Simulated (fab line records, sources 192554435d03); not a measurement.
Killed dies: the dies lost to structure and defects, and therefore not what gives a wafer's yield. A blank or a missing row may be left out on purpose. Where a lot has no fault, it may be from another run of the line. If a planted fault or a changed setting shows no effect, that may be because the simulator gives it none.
fab line records -- flow n5Finfet
record lots=7, wafers=21
route steps=1938 shown PASSIVATION@1931
startH: start of the lot's first displayed wafer, in hours after the record's first day -- waitH: hours since the lot's step before -- " same as the row above -- L1.1+2: a single row standing in for several wafers -- - value missing, or start not given -- * or withheld: withheld -- < > ~ a bound
route shown NAME@n: a module of which the file shows steps, and the number in the route of the first -- usual: mean and standard deviation over wafers with no fault -- same: alike in all rows -- chamber/n: place in a boat -- sites: the reading at each site -- _std_site: the standard deviation of these -- _edge_site: the outer-site mean with the inner-site mean subtracted -- radiusMm: for every site, how far away it sits from the centre of the wafer -- mask NAME#n: copy n -- behind: tool/chamber where the wafer was last shaped -- hold: reason for holding the lot/hours on hold/outcome of the hold -- device: names the non-switching transistor (n, p or np) -- end of line: tests run on the same wafers once the route is complete -- a step without rows: its recipe alone -- killed: not the wafer's yield, but the dies lost to structure and defects at the first sort -- map: the dies of a wafer, with x for killed, . for not killed, _ for no die there
set.NAME: the run value of the setting; set.NAME@STEP: its run value at that earlier step -- model.NAME: the simulator's own value behind a step, which no gauge read
lots with deliberately changed settings; one table per step, one row per wafer
## steps
# step N5_PASSIVATION_STRIP_48
# recipe chemistry=O2, powerW=600, tempC=60, pressureMtorr=30, rfFrequencyHz=6e+07, biasPowerW=0, overashFraction=0.5, o2FlowSccm=225
lot.wafer,tool,chamber,startH,waitH,set.powerW
L074.2+6,rieDiel-03,"2,3",267.26,0.1,669.9
L074.5,rieDiel-03,2,267.26,0.1,600
L082.1+3,rieDiel-05,"0,2",348.01,0.1,600
L082.5,rieDiel-05,3,348.01,0.1,509.3
L089.2+3,rieDiel-01,"1,0",372.01,0.1,600
L089.5,rieDiel-01,1,372.01,0.1,511.6
L090.3,rieDiel-03,3,378.06,0.1,566
L090.5+6,rieDiel-03,"1,2",378.06,0.1,600
L093.1,rieDiel-05,3,400.53,0.1,639
L093.4+6,rieDiel-05,"0,3",400.53,0.1,600
L094.1+4,rieDiel-03,"1,3",408.93,0.1,600
L094.3,rieDiel-03,2,408.93,0.1,552.1
L097.1+3+4,rieDiel-03,"0,1,3",416.95,0.1,600
# step N5_PASSIVATION_STRIP_52
# recipe chemistry=postEtchResidueRemover, timeS=1200, tempC=72.5
# step N5_PASSIVATION_CLEAN_71
# recipe chemistry=IPA, timeS=180, tempC=25
# step N5_PASSIVATION_SRD_72
# recipe dry=ipaMarangoni, timeS=30, tempC=23, rinseLiquid=diw
# step N5_PASSIVATION_ANNEAL_56
# recipe tempC=400, timeS=1800, ambient=FGA, idleTempC=300, rampUpCPerMin=5, rampDownCPerMin=3
# step N5_PASSIVATION_PROBE_49
# usual defectLimitedYield=91.0/1.4, killed_at_M0_to_M3=35/10, killed_at_M4_up=14/5.5, killedAtContacts=13/5.6, killedAtFrontEnd=41/11, killedAtOther=4/3.4, killedDies=106/16, killedOpen=68/12, killedShort=35/7.3, sort_bin_4_leakage=0.3/2.1, sort_bin_5_function=5.3/0.89, sort_bin_6_memory=3.4/0.67, sort_bin_8_speed=0.01/0.11, sortNPass=1070/28, sortYieldPct=90.7/2.4
# same grossDies=1180, killedAtBackSide=0
lot.wafer,tool,chamber,startH,waitH,set.timeS@PASSIVATION_ETCH_54,defectLimitedYield[%],killed_at_M0_to_M3,killed_at_M4_up,killedAtContacts,killedAtFrontEnd,killedAtOther,killedDies,killedOpen,killedShort,sort_bin_4_leakage[%],sort_bin_5_function[%],sort_bin_6_memory[%],sort_bin_8_speed[%],sortNPass,sortYieldPct[%]
L074.2,prober-02,-,269.80,0.1,356,35.8,36,16,10,45,650,757,69,34,0,60.8,3.1,0,423,35.8
L074.5,prober-02,-,269.95,0.2,440,0.5,23,14,0,1126,11,1174,54,34,0,72.6,6.2,0,6,0.5
L074.6,prober-02,-,270.00,0.3,440,0.8,36,17,9,1104,5,1171,81,28,0,73.2,6.7,0,9,0.8
L082.1,prober-02,-,350.52,0.0,370.4,26.0,67,7,10,64,725,873,93,38,0,68.6,5.1,0,307,26.0
L082.3,prober-02,-,350.62,0.1,440,78.6,42,14,132,60,5,253,78,46,0,11.9,8.0,0,927,78.6
L082.5,prober-02,-,350.72,0.2,440,84.2,128,11,8,36,4,187,65,35,0,8.7,6.8,0,993,84.2
L089.2,prober-01,-,374.55,0.1,440,90.4,44,18,17,31,3,113,73,34,0.1,6.4,3.0,0,1066,90.3
L089.3,prober-01,-,374.60,0.1,440,90.8,44,12,16,36,0,108,60,29,0,5.4,3.3,0.08,1072,90.8
L089.5,prober-01,-,374.70,0.2,440,90.3,65,11,14,25,0,115,54,32,0,5.5,3.8,0,1065,90.3
L090.3,prober-02,-,380.66,0.1,538.1,19.5,794,5,88,58,5,950,93,42,0,52.9,21.0,0,230,19.5
L090.5,prober-02,-,380.76,0.2,440,19.3,836,13,68,31,4,952,74,39,0,54.7,19.6,0,228,19.3
L090.6,prober-02,-,380.81,0.3,538.1,21.1,812,21,58,37,3,931,72,37,0,52.6,20.1,0,249,21.1
L093.1,prober-02,-,403.02,0.0,342.7,0,29,8,8,46,1089,1180,56,31,0,96.6,3.1,0,0,0
L093.4,prober-02,-,403.17,0.2,342.7,0,41,10,11,44,1074,1180,67,42,0,96.1,3.6,0,0,0
L093.6,prober-02,-,403.27,0.3,440,85.8,29,10,18,107,4,168,58,36,0,9.7,3.9,0,1012,85.8
L094.1,prober-02,-,411.44,0.0,373.9,57.6,27,20,11,33,409,500,62,31,0,39.0,3.1,0,680,57.6
L094.3,prober-02,-,411.54,0.1,373.9,64.2,30,7,202,63,120,422,63,40,0,24.0,10.3,0,758,64.2
L094.4,prober-02,-,411.59,0.2,440,72.6,36,14,239,33,1,323,61,40,0,15.8,10.2,0,857,72.6
L097.1,prober-02,-,419.53,0.0,440,92.7,28,13,13,31,1,86,54,30,0,4.1,3.1,0,1094,92.7
L097.3,prober-02,-,419.63,0.1,440,90.0,32,16,28,37,5,118,73,42,0,5.8,3.7,0,1062,90.0
L097.4,prober-02,-,419.68,0.2,440,90.8,43,6,12,41,6,108,60,46,0,5.4,3.5,0,1072,90.8
# killed by level:class
L074.2 PASSIVATION:areaEtch=648 STI_FIN_REVEAL:geometricParticle:open=13 BEOL_M3:geometricParticle:open=11 BEOL_M4:geometricParticle:open=10 BEOL_M0_SAQP:geometricParticle:short=9 MOL_CONTACT_COAG:geometricParticle:open=7 FIN_SAQP:geometricParticle:short=6 GATE_CUT:geometricParticle:open=6
L074.5 GATE_CUT:areaExpose=1082 STI_FIN_REVEAL:geometricParticle:open=14 BEOL_M0_SAQP:geometricParticle:open=6 FIN_SAQP:geometricParticle:short=5 DUMMY_GATE:geometricParticle:open=5 BEOL_M1:geometricParticle:open=5 BEOL_M3:geometricParticle:open=5 STI_FIN_REVEAL:geometricParticle:short=4
L074.6 GATE_CUT:areaExpose=1060 STI_FIN_REVEAL:geometricParticle:open=17 BEOL_M3:geometricParticle:open=12 BEOL_M4:geometricParticle:open=11 MOL_CONTACT_COAG:geometricParticle:open=7 BEOL_M0_SAQP:geometricParticle:open=7 BEOL_M1:geometricParticle:open=6 GATE_CUT:geometricParticle:short=5
L082.1 PASSIVATION:areaEtch=712 BEOL_M1:areaExpose=28 STI_FIN_REVEAL:geometricParticle:open=18 FIN_SAQP:geometricParticle:open=11 BEOL_M1:geometricParticle:open=11 BEOL_M3:geometricParticle:open=10 DUMMY_GATE:geometricParticle:open=9 GATE_CUT:geometricParticle:short=8
L082.3 MOL_CONTACT_COAG:areaExpose=128 STI_FIN_REVEAL:geometricParticle:open=13 BEOL_M1:geometricParticle:open=12 FIN_SAQP:geometricParticle:open=11 FIN_SAQP:geometricParticle:short=11 BEOL_M0_SAQP:geometricParticle:short=10 DUMMY_GATE:geometricParticle:open=6 BEOL_M0_SAQP:geometricParticle:open=6
L082.5 BEOL_M1:areaExpose=86 BEOL_M0_SAQP:geometricParticle:open=11 STI_FIN_REVEAL:geometricParticle:open=10 BEOL_M1:geometricParticle:open=10 MOL_CONTACT_COAG:geometricParticle:open=7 BEOL_M1:geometricParticle:short=7 DUMMY_GATE:geometricParticle:open=6 FIN_SAQP:geometricParticle:short=5
L089.2 BEOL_M0_SAQP:geometricParticle:open=14 MOL_CONTACT_COAG:geometricParticle:open=13 BEOL_M0_SAQP:geometricParticle:short=11 STI_FIN_REVEAL:geometricParticle:open=10 BEOL_M2:geometricParticle:open=6 BEOL_M3:geometricParticle:open=6 BEOL_M4:geometricParticle:open=6 STI_FIN_REVEAL:geometricParticle:short=4
L089.3 BEOL_M1:areaExpose=18 MOL_CONTACT_COAG:geometricParticle:open=12 STI_FIN_REVEAL:geometricParticle:open=10 BEOL_M0_SAQP:geometricParticle:open=9 FIN_SAQP:geometricParticle:open=7 BEOL_M4:geometricParticle:open=6 BEOL_M0_SAQP:geometricParticle:short=5 FIN_SAQP:geometricParticle:short=4
L089.5 BEOL_M1:areaExpose=27 MOL_CONTACT_COAG:geometricParticle:open=12 BEOL_M0_SAQP:geometricParticle:short=11 BEOL_M3:geometricParticle:open=10 GATE_CUT:geometricParticle:short=9 BEOL_M0_SAQP:geometricParticle:open=9 GATE_CUT:geometricParticle:open=4 FIN_CUT:geometricParticle:short=3
L090.3 BEOL_M1:areaExpose=746 MOL_CONTACT_COAG:areaExpose=60 MOL_CONTACT_COAG:geometricParticle:open=26 BEOL_M0_SAQP:geometricParticle:open=20 BEOL_M0_SAQP:geometricParticle:short=12 FIN_SAQP:geometricParticle:short=11 STI_FIN_REVEAL:geometricParticle:open=11 BEOL_M2:geometricParticle:open=9
L090.5 BEOL_M1:areaExpose=780 MOL_CONTACT_COAG:areaExpose=52 BEOL_M0_SAQP:geometricParticle:short=20 MOL_CONTACT_COAG:geometricParticle:open=14 BEOL_M0_SAQP:geometricParticle:open=13 BEOL_M4:geometricParticle:open=7 BEOL_M1:geometricParticle:open=7 BEOL_M2:geometricParticle:open=7
L090.6 BEOL_M1:areaExpose=776 MOL_CONTACT_COAG:areaExpose=41 MOL_CONTACT_COAG:geometricParticle:open=15 BEOL_M0_SAQP:geometricParticle:open=11 BEOL_M2:geometricParticle:open=9 FIN_SAQP:geometricParticle:short=8 BEOL_M0_SAQP:geometricParticle:short=8 BEOL_M4:geometricParticle:open=7
L093.1 PASSIVATION:areaEtch=1085 FIN_SAQP:geometricParticle:short=13 FIN_SAQP:geometricParticle:open=9 GATE_CUT:geometricParticle:open=6 MOL_CONTACT_COAG:geometricParticle:open=6 BEOL_M2:geometricParticle:open=6 GATE_CUT:areaExpose=6 BEOL_M0_SAQP:geometricParticle:short=5
L093.4 PASSIVATION:areaEtch=1069 FIN_SAQP:geometricParticle:short=14 BEOL_M0_SAQP:geometricParticle:open=11 BEOL_M2:geometricParticle:open=11 STI_FIN_REVEAL:geometricParticle:open=10 BEOL_M0_SAQP:geometricParticle:short=10 MOL_CONTACT_COAG:geometricParticle:open=8 BEOL_M4:geometricParticle:open=5
L093.6 GATE_CUT:areaExpose=64 FIN_SAQP:geometricParticle:open=10 BEOL_M0_SAQP:geometricParticle:short=10 MOL_CONTACT_COAG:geometricParticle:open=8 STARTING-WAFER:geometricParticle:short=6 FIN_SAQP:geometricParticle:short=5 MOL_CONTACT_COAG:geometricParticle:short=5 BEOL_M0_SAQP:geometricParticle:open=5
L094.1 PASSIVATION:areaEtch=406 BEOL_M3:geometricParticle:open=15 BEOL_M4:geometricParticle:open=13 STI_FIN_REVEAL:geometricParticle:open=10 MOL_CONTACT_COAG:geometricParticle:open=7 FIN_SAQP:geometricParticle:short=4 GATE_CUT:geometricParticle:short=4 MOL_CONTACT_COAG:geometricParticle:short=4
L094.3 MOL_CONTACT_COAG:areaExpose=187 PASSIVATION:areaEtch=118 FIN_SAQP:geometricParticle:short=18 MOL_CONTACT_COAG:geometricParticle:open=12 BEOL_M3:geometricParticle:open=8 FIN_SAQP:geometricParticle:open=7 STI_FIN_REVEAL:geometricParticle:open=7 DUMMY_GATE:geometricParticle:open=6
L094.4 MOL_CONTACT_COAG:areaExpose=218 MOL_CONTACT_COAG:geometricParticle:open=17 FIN_SAQP:geometricParticle:short=14 BEOL_M1:geometricParticle:open=9 BEOL_M3:geometricParticle:open=9 FIN_SAQP:geometricParticle:open=7 BEOL_M0_SAQP:geometricParticle:short=6 BEOL_M4:geometricParticle:short=5
L097.1 BEOL_M1:geometricParticle:open=11 DUMMY_GATE:geometricParticle:open=8 FIN_SAQP:geometricParticle:short=7 MOL_CONTACT_COAG:geometricParticle:open=7 STI_FIN_REVEAL:geometricParticle:open=5 MOL_CONTACT_COAG:geometricParticle:short=5 BEOL_M0_SAQP:geometricParticle:open=5 BEOL_M1:geometricParticle:short=4
L097.3 MOL_CONTACT_COAG:geometricParticle:open=22 BEOL_M0_SAQP:geometricParticle:short=11 FIN_SAQP:geometricParticle:short=9 BEOL_M4:geometricParticle:open=8 DUMMY_GATE:geometricParticle:open=7 BEOL_M0_SAQP:geometricParticle:open=7 FIN_SAQP:geometricParticle:open=6 MOL_CONTACT_COAG:geometricParticle:short=5
L097.4 BEOL_M0_SAQP:geometricParticle:open=11 BEOL_M1:geometricParticle:open=9 FIN_SAQP:geometricParticle:short=8 STI_FIN_REVEAL:geometricParticle:open=8 MOL_CONTACT_COAG:geometricParticle:open=8 BEOL_M0_SAQP:geometricParticle:short=8 DUMMY_GATE:geometricParticle:open=5 BEOL_M3:geometricParticle:open=5
## key
split step=N5_PASSIVATION_STRIP_48, setting=powerW, stated=600, by=wafer
response none clear
split outsideThisFile step=N5_PASSIVATION_ETCH_54 setting=timeS
# split outsideThisFile: this setting was split too, and the file shows its column; the key of that split is in another file
